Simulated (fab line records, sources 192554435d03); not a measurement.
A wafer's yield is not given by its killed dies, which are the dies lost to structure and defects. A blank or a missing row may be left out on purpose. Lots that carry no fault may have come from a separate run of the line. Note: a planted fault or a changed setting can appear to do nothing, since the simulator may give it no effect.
Which tool is to blame? + flow n5 finfet + 11 lots, 31 wafers sampled, at 3 steps of a route of 1938

WHAT THE GAUGES READ, wafer by wafer
N5_BEOL_M4_RC_MEAS_101.
| lot  | measured     | on        | RS_NWELL (ohm/sq) |
|------|--------------|-----------|-------------------|
| L305 | day 9 10:20  | prober-01 | 1039 1034 1037    |
| L307 | day 9 10:26  | prober-02 | 1041 1033 1043    |
| L308 | day 9 17:47  | prober-01 | 1037 1036 1029    |
| L309 | day 9 19:14  | prober-02 | 1041 1048         |
| L311 | day 10 17:08 | prober-02 | 1043 1047         |
| L312 | day 10 17:44 | prober-01 | 1038 1050 1041    |
| L316 | day 11 21:34 | prober-01 | 1039 1034 1035    |
| L318 | day 12 22:19 | prober-01 | 996 998 994       |
| L323 | day 13 18:32 | prober-02 | 1046 1035 1034    |
| L324 | day 14 12:35 | prober-02 | 1000 993 998      |
| L326 | day 14 17:02 | prober-01 | 1032 1041 1032    |

WHICH TOOL RAN EACH LOT (tool, then ch and the chambers of the sampled wafers, then the start)
| lot  | N5_WELL_APT_IMPLANT_14         | N5_WELL_APT_EPI_41             |
|------|--------------------------------|--------------------------------|
| L305 | implanter-01 ch 0, day 1 13:47 | epi rpcvd-03 ch 0, day 1 16:02 |
| L307 | implanter-01 ch 0, day 2 01:49 | epi rpcvd-02 ch 0, day 2 04:55 |
| L308 | implanter-02 ch 0, day 2 08:45 | epi rpcvd-01 ch 0, day 2 11:40 |
| L309 | implanter-01 ch 0, day 2 13:56 | epi rpcvd-02 ch 0, day 2 16:05 |
| L311 | implanter-02 ch 0, day 3 02:02 | epi rpcvd-03 ch 0, day 3 04:29 |
| L312 | implanter-02 ch 0, day 3 08:04 | epi rpcvd-02 ch 0, day 3 10:17 |
| L316 | implanter-02 ch 0, day 4 08:04 | epi rpcvd-03 ch 0, day 4 10:39 |
| L318 | implanter-02 ch 0, day 4 19:54 | epi rpcvd-01 ch 0, day 4 22:19 |
| L323 | implanter-01 ch 0, day 6 02:22 | epi rpcvd-02 ch 0, day 6 04:40 |
| L324 | implanter-02 ch 0, day 6 08:22 | epi rpcvd-01 ch 0, day 6 10:41 |
| L326 | implanter-01 ch 0, day 6 20:08 | epi rpcvd-02 ch 0, day 6 22:10 |
- N5_WELL_APT_IMPLANT_14
- N5_WELL_APT_EPI_41: deposits Si from SiH4/H2, target thk 50 nm, time 297.7 s.

THE ANSWER, worked out from the rows above alone
Rule: usual is defined by the lots themselves. The widest of any qualifying gaps counts: lots, ordered by their means at a reading, are off when they make up no more than a third of the lots, leave a main group of 4 or more, and stand apart from it by 3 or more times the standard deviation of that group's means. A main group is skipped when, at the precision printed for the reading in the tables above, its means are all equal. Also off: a lot with no number at a reading for which 4 or more lots have one. Any other lot the step has rows for is counted as sound.
Off: L318, L324, at N5_BEOL_M4_RC_MEAS_101 (RS_NWELL). The main group has a mean of 1039 ohm/sq with a standard deviation of 3.9.
If a tool, at a process step before that reading, ran all the lots that are off and no sound lot after the first of them, it fits. The gauges at N5_BEOL_M4_RC_MEAS_101 are tried like those tools. Undecided on this evidence; 2 tools fit (implanter-02 at N5_WELL_APT_IMPLANT_14, epi rpcvd-01 at N5_WELL_APT_EPI_41).

WHAT WAS PUT IN BY THE SIMULATOR
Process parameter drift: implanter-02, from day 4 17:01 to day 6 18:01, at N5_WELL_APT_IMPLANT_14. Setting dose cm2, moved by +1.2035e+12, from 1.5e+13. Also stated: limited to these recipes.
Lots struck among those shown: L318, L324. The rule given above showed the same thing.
